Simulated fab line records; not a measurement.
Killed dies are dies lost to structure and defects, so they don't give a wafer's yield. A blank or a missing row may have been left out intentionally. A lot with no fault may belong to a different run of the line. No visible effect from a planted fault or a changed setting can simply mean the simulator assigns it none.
3 desks looking at one fault | flow nand-harc | only its own numbers are on each desk; what lay behind them is given at the end

## METROLOGY DESK
Means of the sampled wafers that have a number, per lot and without regard to the tool the lot ran on: this is what the gauges read. The brackets show how far a lot's mean lies from the usual mean; more than 4 standard deviations puts the lot out of limits, marked OUT.
Columns: A = cd-nm at NHARC_P_GATE_CD_MEAS_26, usual 120.1 nm
lot  | first seen here | A
L919 | day 5 12:14     | 119.9
L923 | day 6 21:42     | 120.3
L922 | day 6 21:52     | 119.0
L926 | day 8 12:52     | 120.2
L927 | day 8 16:36     | 119.7
L929 | day 9 20:35     | 120.2
L930 | day 10 08:19    | 119.9
L931 | day 10 12:46    | 119.4
L938 | day 13 07:13    | 119.4
L939 | day 13 22:32    | 120.6
L940 | day 14 03:31    | 119.9
L941 | day 14 21:44    | 119.9
This desk found nothing out of limits on any of the 12 lots.

## THE DEFECT DESK
What the inspections along the route counted, lot by lot: means of the sampled wafers that have a number. The brackets show how far a lot's mean lies from the usual mean; more than 4 standard deviations puts the lot out of limits, marked OUT.
Columns: A = raw-defect-count at NHARC_P_GATE_INSPECT_28, usual 6
lot  | first seen here | A
L919 | day 5 12:22     | 2
L923 | day 6 21:49     | 3
L922 | day 6 21:59     | 4
L926 | day 8 13:00     | 11
L927 | day 8 16:44     | 4
L929 | day 9 20:43     | 19 (+4.2) OUT
L930 | day 10 08:27    | 16
L931 | day 10 12:53    | 23 (+5.6) OUT
L938 | day 13 07:20    | 4
L939 | day 13 22:41    | 8
L940 | day 14 03:38    | 6
L941 | day 14 21:51    | 4
This desk's verdict: out of limits on L929, L931, starting with L929 at day 9 20:43 (raw-defect-count at NHARC_P_GATE_INSPECT_28). L919, L923, L922, L926, L927, L930, L938, L939, L940, L941: within limits.

## FOR THE TOOL OWNER'S DESK: furnace-03
The tool's own readings at NHARC_P_GATE_OXIDE_02 (material SiO2, target thk 37.5 nm, ox time 365 s): means of the sampled wafers that have a number, for each lot that ran on this tool. The brackets show how far a lot's mean lies from the usual mean; more than 4 standard deviations puts the lot out of limits, marked OUT.
Columns: A = zone-power-lower-pct at NHARC_P_GATE_OXIDE_02, usual 21.1 %
lot  | first seen here | A
L922 | day 5 23:44     | 20.1
L923 | day 5 23:44     | 20.3
L926 | day 7 16:21     | 20.2
L929 | day 9 01:16     | 20.0
L930 | day 9 07:02     | 20.0
L931 | day 9 17:35     | 20.3
L939 | day 12 23:11    | 20.1
L940 | day 13 05:01    | 20.0
This desk found nothing out of limits on any of the 8 lots.

## PUT TOGETHER
The defect desk could have raised an alarm at day 9 20:43, on L929, L931.
At the metrology desk, nothing out of limits was observed.
The desk of the tool owner found nothing out of limits.
The metrology desk holds a record of L929, L931, inside its limits.
The tool owner's desk has L929, L931 on record, within its limits.
All the named lots went through NHARC_P_GATE_OXIDE_02 on furnace-03.

## WHAT WAS PUT IN BY THE SIMULATOR
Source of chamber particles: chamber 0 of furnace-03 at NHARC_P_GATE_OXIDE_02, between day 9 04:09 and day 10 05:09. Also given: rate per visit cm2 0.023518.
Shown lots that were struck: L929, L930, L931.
Hours from the fault's start to each desk's first reading out of limits: the defect desk, 17.
